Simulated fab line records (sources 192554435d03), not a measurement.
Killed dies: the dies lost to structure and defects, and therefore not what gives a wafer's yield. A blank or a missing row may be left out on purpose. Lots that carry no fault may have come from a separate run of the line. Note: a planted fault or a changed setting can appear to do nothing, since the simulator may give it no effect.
Comparing a struck lot with a sound one + flow n5Finfet + 37 out of 1938 route steps
Sound: the wafers L661.2, L661.3, L661.4. Wafers L646.1, L646.5, L646.6 were the ones struck. Last of all comes the cause.
At each step with rows: each side's tool, then ch and its chambers, then its first start. Under that, the readings that differ: sound wafers + struck wafers + difference of the means + sigmas: that difference in standard deviations of wafers without a fault.
alike: words and numbers the same on both sides, and readings whose means are apart by under 2 such deviations; not compared: readings that were withheld, readings missing a value for some wafer, numbers with overlapping values and no deviation given by the record, and bounds like >300 which may hide the same value.
Wherever a step has rows on one side only, a row that says differs or no value, or a row with sigmas, the two part there. Numbers that have no deviation but don't overlap get no sigmas and don't part them. A reading missing from all wafers of one side parts the sides only when that side holds two or more wafers.

first, 9 steps without rows for these wafers: N5_STI_FIN_REVEAL_PRECLEAN_18 (cleans in SC2, time 45 s); N5_STI_FIN_REVEAL_SRD_28 (time 30 s); N5_DUMMY_GATE_PRECLEAN_00 (cleans in O3/DIW, time 60 s); N5_DUMMY_GATE_SRD_01 (time 30 s); N5_DUMMY_GATE_ALD_02 (deposits SiO2, target thk 2 nm, pulse time 1 s); N5_DUMMY_GATE_CVD_03 (deposits a-Si from SiH4, target thk 150 nm, time 8042 s); N5_DUMMY_GATE_PRECLEAN_46 (cleans in DIW, time 89.5 s); N5_DUMMY_GATE_SRD_47 (dry time 32 s); N5_DUMMY_GATE_CMP_04 (polishes a-Si).
N5_DUMMY_GATE_HM_DEP_06: deposits SiNx from DCS/NH3, target thk 80 nm, time 5141 s.
  sound on lpcvd-02 ch 0/20,0/25,0/29, day 7 16:31; struck on lpcvd-01 ch 1/15,1/34,1/39, day 3 23:22
| reading                                       | sound          | struck          | difference | sigmas |
|-----------------------------------------------|----------------|-----------------|------------|--------|
| zonePowerCentrePct (%)                        | 13.5 13.5 13.5 | 10.4 10.4 10.4  | -3.1       | -2     |
| model.SiNx_of_DUMMY_GATE_HM_DEP_06.thkNm (nm) | 78.6 78.4 79.6 | 140.8 141 141.4 | +62.2      |        |
  alike: spikeTcUpperC, zonePowerBottomPct, zonePowerLowerPct
then, 24 steps without rows for these wafers: N5_DUMMY_GATE_PECVD_30 (deposits SiO2 from TEOS/O2, target thk 55 nm, time 10.8 s); N5_DUMMY_GATE_COAT_34 (time 60 s, resist thk 60 nm); N5_DUMMY_GATE_COAT_35 (time 60 s, resist thk 10 nm); N5_DUMMY_GATE_COAT_28 (time 60 s, resist thk 10 nm); N5_DUMMY_GATE_COAT_09 (resist thk 30 nm); N5_DUMMY_GATE_EBR_11; N5_DUMMY_GATE_SOFTBAKE_10 (time 60 s); N5_DUMMY_GATE_EXPOSE_12 (exposes mask GATE, target cd 25 nm); N5_DUMMY_GATE_PEB_13 (peb time 60 s); N5_DUMMY_GATE_DEVELOP_14 (develop time 30 s); N5_DUMMY_GATE_DESCUM_20 (chemistry O2, time 6.2 s); N5_DUMMY_GATE_ETCH_29 (etches underlayer in N2/H2, target depth 13 nm); N5_DUMMY_GATE_ETCH_36 (etches SiARC in CF4, target depth 13 nm); N5_DUMMY_GATE_ETCH_37 (etches SOC in N2/H2, target depth 60 nm, overetch 30 nm); N5_DUMMY_GATE_STRIP_38 (strips in N2/H2); N5_DUMMY_GATE_STRIP_39 (strips in N2/H2); N5_DUMMY_GATE_TRIM_49 (chemistry O2, time 29 s, target cd 14 nm); N5_DUMMY_GATE_STRIP_40 (strips in CF4); N5_DUMMY_GATE_ETCH_31 (etches SiO2 in C4F6/O2, target depth 82.5 nm, time 27.5 s); N5_DUMMY_GATE_STRIP_41 (strips in O2); N5_DUMMY_GATE_HM_OPEN_21 (chemistry CH3F/O2, target SiNx, target depth 120 nm, time 171.4 s); N5_DUMMY_GATE_ETCH_32 (etches SiO2 in CF4, target depth 3.5 nm, time 3.9 s); N5_DUMMY_GATE_ETCH_23 (etches poly-Si in HBr/Cl2/O2, target depth 41 nm, time 22.3 s); N5_DUMMY_GATE_ETCH_44 (etches poly-Si in HBr/O2, stops on SiO2, target depth 127.5 nm).
N5_ILD0_CMP_03: polishes, stops on SiNx, t overpolish 1.9 s, target thk 197.38 nm.
  sound on cmp-04 ch 1,2,3, day 8 15:28; struck on cmp-02 ch 0,1, day 4 19:22
| reading                                       | sound          | struck          | difference | sigmas |
|-----------------------------------------------|----------------|-----------------|------------|--------|
| model.SiNx_of_DUMMY_GATE_HM_DEP_06.thkNm (nm) | 75.4 75.4 76.6 | 137.8 138 138.4 | +62.3      |        |
  alike: motorCurrentA, overpolishRunS, timeToEndpointS
-- the record jumps here: 5 days lie between the struck wafers' starts before and after (it left off in module ILD0 and takes up again in module BEOL_M4, whose first step shown is number 1111 of the route) --
N5_BEOL_M4_RC_MEAS_101:
  sound on prober-02 ch 0, day 13 10:33; struck on prober-02 ch 0, day 9 14:19
  alike: DIBL_N, DIBL_P, IOFF_N, IOFF_P, ION_N, ION_P, SS_N, SS_P, VT_N, VT_P
next, for these wafers, 1 step has no rows: N5_PASSIVATION_PROBE_49.

## WHERE THEY PART
Within this record, at N5_DUMMY_GATE_HM_DEP_06 only. Later steps at which nothing parts them and some readings are alike: N5_ILD0_CMP_03, N5_BEOL_M4_RC_MEAS_101.

WHY: the cause the simulator had injected
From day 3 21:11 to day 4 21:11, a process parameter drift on lpcvd-01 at N5_DUMMY_GATE_HM_DEP_06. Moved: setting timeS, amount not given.
